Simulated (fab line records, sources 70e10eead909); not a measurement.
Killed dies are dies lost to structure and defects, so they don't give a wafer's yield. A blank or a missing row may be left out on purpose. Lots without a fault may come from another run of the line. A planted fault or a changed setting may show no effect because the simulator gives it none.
Chamber matching | flow nand_harc | NHARC_A_STAIRCASE_DEP_417 on pecvd-03: 3 sister chambers
The step deposits Si3N4, target thk 60 nm. 3 wafers are shown with their chamber, then 8 later ones without.

WAFERS WITH THEIR CHAMBER
wafer  | chamber | heater_power_w (W)
L083.4 | 0       | 589
L088.4 | 1       | 869
L093.1 | 2       | 782

WAFERS WITHOUT THEIR CHAMBER
wafer  | heater_power_w (W)
L093.2 | 722
L093.3 | 499
L091.2 | 519
L091.4 | 759
L091.5 | 862
L094.1 | 765
L094.2 | 701
L094.3 | 604

WHICH CHAMBER EACH WENT THROUGH
wafer  | from the rows above          | in truth
L093.2 | can't be placed: 2 or 0 or 1 | 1
L093.3 | 0                            | 0
L091.2 | 0                            | 0
L091.4 | can't be placed: 2 or 1      | 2
L091.5 | can't be placed: 1 or 2      | 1
L094.1 | can't be placed: 2 or 1      | 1
L094.2 | can't be placed: 2 or 0 or 1 | 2
L094.3 | 0                            | 0
Placed correctly: 3 of 8. Can't be placed from these rows: 5 (the true chamber is among the candidates in 5). Placed wrongly: 0.
How it was worked out, from the rows above alone: a wafer's distance from a chamber is the root of the sum, over the readings, of the square of ((its reading less the chamber's mean) divided by the reading's scatter). The wafer belongs to the nearest chamber; if the next one is less than 2 further off, it can't be placed. A chamber's mean is the mean of its shown wafers. The scatter: with one shown wafer a chamber, the root of the mean of the squares of how far each hidden wafer lies from its nearest shown one.
